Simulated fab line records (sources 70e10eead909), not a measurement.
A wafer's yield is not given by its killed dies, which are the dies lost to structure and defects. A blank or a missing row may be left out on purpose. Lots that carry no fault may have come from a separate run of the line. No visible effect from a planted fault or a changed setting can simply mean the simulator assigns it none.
Chamber matching | flow nand harc | NHARC_P_M2_ETCH_35 on rie diel-05: 4 sister chambers
The step etches the open film in N2/H2, target depth 40 nm, overetch 12 nm, time 43.94 s. 8 wafers are shown with their chamber, then 7 later ones without.

## WAFERS PAIRED WITH THEIR CHAMBERS
wafer  | chamber | showerhead plenum p Torr (Torr) | rf vpp V (V)
L080.4 | 0       | 1.92                            | 427.7
L080.5 | 1       | 2.06                            | 430.8
L080.6 | 2       | 2.11                            | 432.1
L081.1 | 2       | 2.11                            | 432.3
L081.2 | 3       | 2.00                            | 429.2
L081.6 | 1       | 2.06                            | 430.6
L088.1 | 3       | 2.00                            | 428.9
L088.3 | 0       | 1.91                            | 425.9

## WAFERS WHOSE CHAMBER IS MISSING
wafer  | showerhead plenum p Torr (Torr) | rf vpp V (V)
L088.4 | 2.06                            | 432.4
L087.3 | 2.11                            | 432.8
L087.4 | 2.06                            | 431.7
L087.5 | 1.91                            | 427.3
L091.1 | 2.06                            | 432.2
L091.4 | 2.00                            | 430.7
L091.5 | 1.91                            | 427.2

## EACH ONE'S CHAMBER
wafer  | from the rows above | in truth
L088.4 | 1                   | 1
L087.3 | 2                   | 2
L087.4 | 1                   | 1
L087.5 | 0                   | 0
L091.1 | 1                   | 1
L091.4 | 3                   | 3
L091.5 | 0                   | 0
Placed correctly: 7 of 7. Left unplaced by these rows: 0. Wrongly placed: 0.
How it was worked out, from the rows above alone: a wafer's distance from a chamber is the root of the sum, over the readings, of the square of ((its reading less the chamber's mean) divided by the reading's scatter). The wafer belongs to the nearest chamber; if the next one is less than 2 further off, it can't be placed. A chamber's mean is the mean of its shown wafers. The scatter: the root of (the sum of the squares of (reading less its chamber's mean) over the shown wafers, divided by (wafers less chambers)).
